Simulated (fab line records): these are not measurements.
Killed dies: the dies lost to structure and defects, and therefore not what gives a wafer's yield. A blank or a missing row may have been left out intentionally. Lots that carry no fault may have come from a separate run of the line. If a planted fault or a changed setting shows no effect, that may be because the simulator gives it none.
Which tool was responsible?    flow n5_finfet    Sampling: 9 lots, 27 wafers, 5 of 1938 route steps

## WHAT EACH GAUGE READ, for each wafer
N5_FIN_CUT_CD_MEAS_08 targets a cd of 29.1 nm. Usual: cd_nm 29.13 nm, standard deviation 0.24.
lot   measured     on         cd_nm (nm)         flag
L723  day 2 02:56  cd_sem-02  28.72 29.45 29.12  
L725  day 2 15:55  cd_sem-01  29.46 29.34 29.13  
L728  day 3 08:43  cd_sem-01  28.90 28.78 29.49  
L729  day 3 14:09  cd_sem-01  28.57 29.10 29.33  
L738  day 5 21:44  cd_sem-02  29.11 28.82 29.34  
L739  day 6 02:45  cd_sem-02  29.57 29.56 29.61  
L742  day 6 20:34  cd_sem-01  29.12 29.00 29.40  
L745  day 7 15:03  cd_sem-02  29.10 29.06 29.13  
L746  day 7 21:14  cd_sem-03  29.28 29.02 29.53  

N5_BEOL_M4_RC_MEAS_101. Usual: DIBL_N 36.3 mV/V, standard deviation 1.7; DIBL_P 36.5 mV/V, standard deviation 2.1; IOFF_N 0.16 nA/um, standard deviation 0.03; IOFF_P 0.22 nA/um, standard deviation 0.035; ION_N 675 uA/um, standard deviation 11; ION_P 465 uA/um, standard deviation 7.1; SS_N 71.5 mV/dec, standard deviation 0.62; SS_P 73.3 mV/dec, standard deviation 0.64; VT_N 250 mV, standard deviation 3.1; VT_P -249.1 mV, standard deviation 3.
lot   measured      on         DIBL_N (mV/V)   DIBL_P (mV/V)   IOFF_N (nA/um)  IOFF_P (nA/um)  ION_N (uA/um)  ION_P (uA/um)  SS_N (mV/dec)   SS_P (mV/dec)   VT_N (mV)    VT_P (mV)             flag
L723  day 8 02:34   prober-01  37.8 37.7 35.5  38.9 38.4 36.7  0.19 0.19 0.15  0.26 0.27 0.23  682 686 675    470 473 469    72.1 72.0 71.0  73.8 73.4 72.5  246 248 252  -245.8 -246.1 -248.8  
L725  day 8 13:50   prober-02  36.3 39.2 34.9  36.0 38.8 33.5  0.15 0.22 0.13  0.21 0.24 0.16  670 679 668    464 462 455    71.2 71.9 70.1  72.9 73.5 72.4  251 245 251  -248.5 -249.6 -255.4  
L728  day 9 03:23   prober-01  36.4 33.1 37.8  36.4 32.5 39.1  0.16 0.11 0.21  0.19 0.16 0.25  669 671 688    456 460 472    71.9 71.3 72.2  73.9 72.4 74.0  251 254 243  -253.5 -256.4 -246.4  
L729  day 9 08:04   prober-02  33.9 38.6 34.7  33.5 38.1 34.7  0.11 0.20 0.13  0.17 0.24 0.20  670 680 672    470 465 466    70.8 70.9 69.8  73.3 73.7 72.4  255 249 253  -255.4 -248.3 -250.2  
L738  day 13 19:34  prober-02  39.1 36.4 37.4  37.8 35.2 36.1  0.19 0.15 0.16  0.24 0.20 0.23  671 664 668    470 460 465    72.9 71.8 71.3  73.6 73.2 73.7  247 252 250  -247.0 -249.7 -246.5  
L739  day 14 13:00  prober-02  32.9 33.7 33.4  34.5 35.4 34.9  0.14 0.14 0.14  0.19 0.20 0.19  678 661 660    462 459 459    71.1 71.2 70.5  73.4 72.9 73.0  249 249 252  -251.0 -253.3 -251.4  
L742  day 13 15:39  prober-02  37.7 37.1 35.4  38.0 36.4 35.3  0.17 0.16 0.13  0.21 0.19 0.18  679 667 665    457 447 458    72.3 72.0 71.1  73.4 72.9 73.0  250 253 252  -251.3 -255.7 -252.1  
L745  day 14 00:14  prober-02  36.3 38.9 38.1  37.6 40.8 39.7  0.16 0.22 0.20  0.22 0.28 0.26  682 684 709    468 473 484    71.6 72.1 71.6  73.7 74.7 74.1  251 246 245  -250.8 -246.8 -246.6  
L746  day 14 20:30  prober-02  36.4 34.0 36.9  38.1 35.8 38.7  0.16 0.13 0.19  0.23 0.20 0.24  671 686 691    467 475 480    71.5 70.5 71.2  73.8 73.1 73.9  252 253 245  -246.8 -248.7 -246.6  

## TOOL THAT RAN EACH LOT (tool first, then ch and the chambers of the sampled wafers, then the start)
lot   N5_FIN_CUT_DESCUM_13               N5_FIN_CUT_ETCH_30                 N5_FIN_CUT_CUT_ETCH_15
L723  rie_diel-02 ch 0,1, day 2 03:04    rie_diel-02 ch 0,1, day 2 03:06    rie_si-04 ch 1,2,3, day 2 03:41
L725  rie_diel-03 ch 0,1,3, day 2 16:05  rie_diel-03 ch 0,1,3, day 2 16:08  rie_si-05 ch 1,2,3, day 2 16:43
L728  rie_diel-02 ch 0,3, day 3 08:55    rie_diel-02 ch 0,3, day 3 08:57    rie_si-05 ch 1,2,3, day 3 09:33
L729  rie_diel-02 ch 1,3, day 3 14:36    rie_diel-02 ch 1,3, day 3 14:38    rie_si-05 ch 1,2,3, day 3 15:14
L738  rie_diel-04 ch 1,2,3, day 5 21:52  rie_diel-04 ch 1,2,3, day 5 21:54  rie_si-04 ch 0,1,3, day 5 22:29
L739  rie_diel-04 ch 0,1,2, day 6 03:05  rie_diel-04 ch 0,1,2, day 6 03:08  rie_si-01 ch 0,2,3, day 6 03:43
L742  rie_diel-02 ch 0,1, day 6 20:41    rie_diel-02 ch 0,1, day 6 20:43    rie_si-05 ch 0,1,2, day 6 21:19
L745  rie_diel-03 ch 0,3, day 7 15:10    rie_diel-03 ch 0,3, day 7 15:13    rie_si-04 ch 0,3, day 7 15:48
L746  rie_diel-02 ch 0,2,3, day 7 21:22  rie_diel-02 ch 0,2,3, day 7 21:24  rie_si-05 ch 1,2, day 7 21:59
- N5_FIN_CUT_DESCUM_13: chemistry O2, time 7 s.
- N5_FIN_CUT_ETCH_30: etches underlayer in N2/H2, target depth 13 nm, time 10.4 s.
- N5_FIN_CUT_CUT_ETCH_15: etches Si in HBr/Cl2/O2, target depth 100 nm, bt time 10 s, time 42.4 s.

## AS READ BY THE TOOLS THEMSELVES (means over the sampled wafers that have a number; for cases with no such wafer, the mark the record gives instead)
N5_FIN_CUT_DESCUM_13. Usual: drypump_motor_current_A 5.9 A, standard deviation 0.41; oes_product_au 0.76 a.u., standard deviation 0.087; rf_vpp_V 243.2 V, standard deviation 1.3; showerhead_plenum_p_Torr 2.10 Torr, standard deviation 0.064; throttle_valve_pct 20.49 %, standard deviation 0.18.
lot   tool         drypump_motor_current_A (A)  oes_product_au (a.u.)  rf_vpp_V (V)  showerhead_plenum_p_Torr (Torr)  throttle_valve_pct (%)  flag
L723  rie_diel-02  6.4                          0.76                   244.1         2.10                             20.28                   
L725  rie_diel-03  5.5                          0.73                   243.6         2.11                             20.63                   
L728  rie_diel-02  6.0                          0.73                   242.3         2.05                             20.47                   
L729  rie_diel-02  6.1                          0.74                   242.7         2.06                             20.45                   
L738  rie_diel-04  5.9                          0.82                   241.8         2.06                             20.36                   
L739  rie_diel-04  5.7                          0.75                   242.9         2.07                             20.42                   
L742  rie_diel-02  6.3                          0.72                   243.7         2.08                             20.35                   
L745  rie_diel-03  5.6                          0.70                   242.3         2.10                             20.62                   
L746  rie_diel-02  6.0                          0.84                   244.2         2.16                             20.34                   

N5_FIN_CUT_ETCH_30. Usual: drypump_motor_current_A 5.9 A, standard deviation 0.41; etch_rf_on_time_s 10.50 s, standard deviation 0.27; oes_product_au 0.65 a.u., standard deviation 0.07; rf_vpp_V 524.1 V, standard deviation 2.3; showerhead_plenum_p_Torr 2.55 Torr, standard deviation 0.075; throttle_valve_pct 17.86 %, standard deviation 0.24.
lot   tool         drypump_motor_current_A (A)  etch_rf_on_time_s (s)  oes_product_au (a.u.)  rf_vpp_V (V)  showerhead_plenum_p_Torr (Torr)  throttle_valve_pct (%)  flag
L723  rie_diel-02  6.4                          10.19                  0.65                   523.9         2.54                             17.66                   
L725  rie_diel-03  5.5                          10.67                  0.61                   525.1         2.57                             18.05                   
L728  rie_diel-02  6.1                          10.34                  0.63                   522.4         2.49                             17.81                   
L729  rie_diel-02  6.1                          10.51                  0.62                   522.8         2.49                             17.77                   
L738  rie_diel-04  5.9                          10.34                  0.70                   522.0         2.49                             17.74                   
L739  rie_diel-04  5.6                          10.31                  0.66                   523.4         2.51                             17.90                   
L742  rie_diel-02  6.3                          10.22                  0.63                   523.9         2.52                             17.73                   
L745  rie_diel-03  5.6                          10.70                  0.60                   523.7         2.56                             18.09                   
L746  rie_diel-02  6.0                          10.41                  0.71                   525.4         2.60                             17.62                   

N5_FIN_CUT_CUT_ETCH_15. Usual: O2_flow_sccm 12.00 sccm, standard deviation 0.04; drypump_motor_current_A 5.6 A, standard deviation 0.59; oes_o_777_au 1.00 a.u., standard deviation 0.064; oes_product_au 0.992 a.u., standard deviation 0.014; throttle_valve_pct 37.19 %, standard deviation 0.21.
lot   tool       O2_flow_sccm (sccm)  drypump_motor_current_A (A)  oes_o_777_au (a.u.)  oes_product_au (a.u.)  throttle_valve_pct (%)  flag
L723  rie_si-04  12.01                5.8                          1.04                 0.997                  37.32                   
L725  rie_si-05  11.97                5.6                          1.01                 1.000                  37.23                   
L728  rie_si-05  12.01                5.6                          1.00                 1.015                  37.23                   
L729  rie_si-05  11.98                5.6                          1.01                 1.015                  37.22                   
L738  rie_si-04  11.99                5.8                          1.05                 0.991                  37.15                   
L739  rie_si-01  12.01                5.9                          1.01                 0.982                  36.93                   
L742  rie_si-05  11.96                5.6                          0.94                 0.986                  37.07                   
L745  rie_si-04  11.98                5.7                          1.05                 0.991                  37.21                   
L746  rie_si-05  11.97                5.8                          0.94                 0.979                  37.10                   

## THE ANSWER, worked out from the rows above alone
Rule: take the mean of a lot's wafers that have a number; if it is more than 3 standard deviations from the usual mean, the lot is off. A lot without any number at a reading at which 4 lots or more have one is off too. Any other lot the step has rows for is counted as sound. The gauges are gone through in route order, then the tools' own readings, and for those a lot's mean is taken as printed above. The first step at which some lot is off is used, and at that step the reading that is off furthest; a lot without a number counts as furthest.
Across all readings shown, no lot is off: no conclusion can be drawn from this.

## WHAT HAD BEEN PUT IN BY THE SIMULATOR
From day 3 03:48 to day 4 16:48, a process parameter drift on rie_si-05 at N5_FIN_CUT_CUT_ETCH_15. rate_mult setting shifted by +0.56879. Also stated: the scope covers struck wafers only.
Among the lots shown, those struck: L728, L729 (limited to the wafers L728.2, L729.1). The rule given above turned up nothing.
